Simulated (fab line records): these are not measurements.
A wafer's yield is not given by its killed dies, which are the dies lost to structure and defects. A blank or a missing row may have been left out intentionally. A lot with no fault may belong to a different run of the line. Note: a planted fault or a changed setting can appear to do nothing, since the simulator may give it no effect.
Which of the tools did it? / flow nand_harc / Sampling: 9 lots, 27 wafers, 5 of 1302 route steps

## WHAT EACH GAUGE READ, for each wafer
NHARC_A_SGD_CUT_INSPECT_11.
lot=L076; measured=day 19 23:34; on=defect_inspect-02; raw_defect_count=8 18 13
lot=L080; measured=day 21 13:49; on=defect_inspect-02; raw_defect_count=64 62 82
lot=L084; measured=day 23 19:56; on=defect_inspect-02; raw_defect_count=55 58 54
lot=L085; measured=day 24 02:44; on=defect_inspect-02; raw_defect_count=70 58 72
lot=L088; measured=day 25 11:51; on=defect_inspect-02; raw_defect_count=78 53 57
lot=L090; measured=day 26 20:57; on=defect_inspect-01; raw_defect_count=95 95 91
lot=L091; measured=day 27 06:57; on=defect_inspect-02; raw_defect_count=26 19 23
lot=L094; measured=day 27 13:50; on=defect_inspect-01; raw_defect_count=72 61 72
lot=L097; measured=day 28 13:10; on=defect_inspect-02; raw_defect_count=12 9 16

## WHICH TOOL RAN EACH LOT (tool, then ch and the chambers of the sampled wafers, then the start)
lot=L076; NHARC_A_STAIRCASE_ETCH_271=rie_diel-03 ch 1,2,3, day 17 05:43; NHARC_A_STAIRCASE_HM_OPEN_460=rie_diel-06 ch 2,3, day 19 04:25 or earlier; NHARC_A_STAIRCASE_DEP_325=pecvd-03 ch 0,2, day 19 04:25; NHARC_A_STAIRCASE_STRIP_475=rie_diel-02 ch 0,3, day 19 23:34 or earlier
lot=L080; NHARC_A_STAIRCASE_ETCH_271=rie_diel-06 ch 0,1, day 18 18:41; NHARC_A_STAIRCASE_HM_OPEN_460=rie_diel-02 ch 0,2,3, day 20 19:09 or earlier; NHARC_A_STAIRCASE_DEP_325=pecvd-04 ch 1,2, day 20 19:09; NHARC_A_STAIRCASE_STRIP_475=rie_diel-03 ch 1,2, day 21 12:11
lot=L084; NHARC_A_STAIRCASE_ETCH_271=rie_diel-03 ch 1,2,3, day 20 13:40; NHARC_A_STAIRCASE_HM_OPEN_460=rie_diel-02 ch 0,1,2, day 23 01:24 or earlier; NHARC_A_STAIRCASE_DEP_325=pecvd-02 ch 0,1,2, day 23 01:24; NHARC_A_STAIRCASE_STRIP_475=rie_diel-06 ch 2,3, day 23 19:56 or earlier
lot=L085; NHARC_A_STAIRCASE_ETCH_271=rie_diel-03 ch 2,3, day 21 08:29; NHARC_A_STAIRCASE_HM_OPEN_460=rie_diel-06 ch 0,2,3, day 23 07:58 or earlier; NHARC_A_STAIRCASE_DEP_325=pecvd-02 ch 0,2, day 23 07:58; NHARC_A_STAIRCASE_STRIP_475=rie_diel-02 ch 0,2,3, day 24 02:44 or earlier
lot=L088; NHARC_A_STAIRCASE_ETCH_271=rie_diel-06 ch 1,2, day 22 16:57; NHARC_A_STAIRCASE_HM_OPEN_460=rie_diel-06 ch 1,2, day 24 17:10 or earlier; NHARC_A_STAIRCASE_DEP_325=pecvd-04 ch 0,1,2, day 24 17:10; NHARC_A_STAIRCASE_STRIP_475=rie_diel-06 ch 0,2,3, day 25 11:51 or earlier
lot=L090; NHARC_A_STAIRCASE_ETCH_271=rie_diel-06 ch 0,3, day 23 18:34; NHARC_A_STAIRCASE_HM_OPEN_460=rie_diel-03 ch 0,1,3, day 26 04:16 or earlier; NHARC_A_STAIRCASE_DEP_325=pecvd-04 ch 1,2, day 26 04:16; NHARC_A_STAIRCASE_STRIP_475=rie_diel-06 ch 1,2, day 26 20:57 or earlier
lot=L091; NHARC_A_STAIRCASE_ETCH_271=rie_diel-06 ch 0,1,3, day 24 05:35; NHARC_A_STAIRCASE_HM_OPEN_460=rie_diel-03 ch 0,1,3, day 26 12:19 or earlier; NHARC_A_STAIRCASE_DEP_325=pecvd-02 ch 0,1,2, day 26 12:19; NHARC_A_STAIRCASE_STRIP_475=rie_diel-06 ch 0,2,3, day 27 06:57 or earlier
lot=L094; NHARC_A_STAIRCASE_ETCH_271=rie_diel-06 ch 0,1,3, day 25 02:59; NHARC_A_STAIRCASE_HM_OPEN_460=rie_diel-02 ch 1,2,3, day 26 19:32 or earlier; NHARC_A_STAIRCASE_DEP_325=pecvd-04 ch 0,1,2, day 26 19:32; NHARC_A_STAIRCASE_STRIP_475=rie_diel-02 ch 1,2,3, day 27 13:50 or earlier
lot=L097; NHARC_A_STAIRCASE_ETCH_271=rie_diel-02 ch 1,2, day 25 21:22; NHARC_A_STAIRCASE_HM_OPEN_460=rie_diel-03 ch 0,2,3, day 27 21:00 or earlier; NHARC_A_STAIRCASE_DEP_325=pecvd-04 ch 0,1,2, day 27 21:00; NHARC_A_STAIRCASE_STRIP_475=rie_diel-02 ch 0,1, day 28 13:10 or earlier
- NHARC_A_STAIRCASE_ETCH_271: etches the open film in CF4/CHF3.
- NHARC_A_STAIRCASE_HM_OPEN_460: chemistry O2/COS.
- NHARC_A_STAIRCASE_DEP_325: deposits SiO2, target thk 7200 nm.
- NHARC_A_STAIRCASE_STRIP_475: strips in O2, time 20 s.

## THE ANSWER, worked out from the rows above alone
Rule: what is usual is taken from the lots themselves. The widest of any qualifying gaps counts: lots, ordered by their means at a reading, are off when they make up no more than a third of the lots, leave a main group of 4 or more, and stand apart from it by 3 or more times the standard deviation of that group's means. A main group whose means are all the same, to the digits that the tables above print for the reading, isn't used. A lot without any number at a reading at which 4 lots or more have one is off too. Any other lot the step has rows for is counted as sound.
Across all readings shown, no lot is off: no conclusion can be drawn from this.

## WHAT THE SIMULATOR HAD INSERTED
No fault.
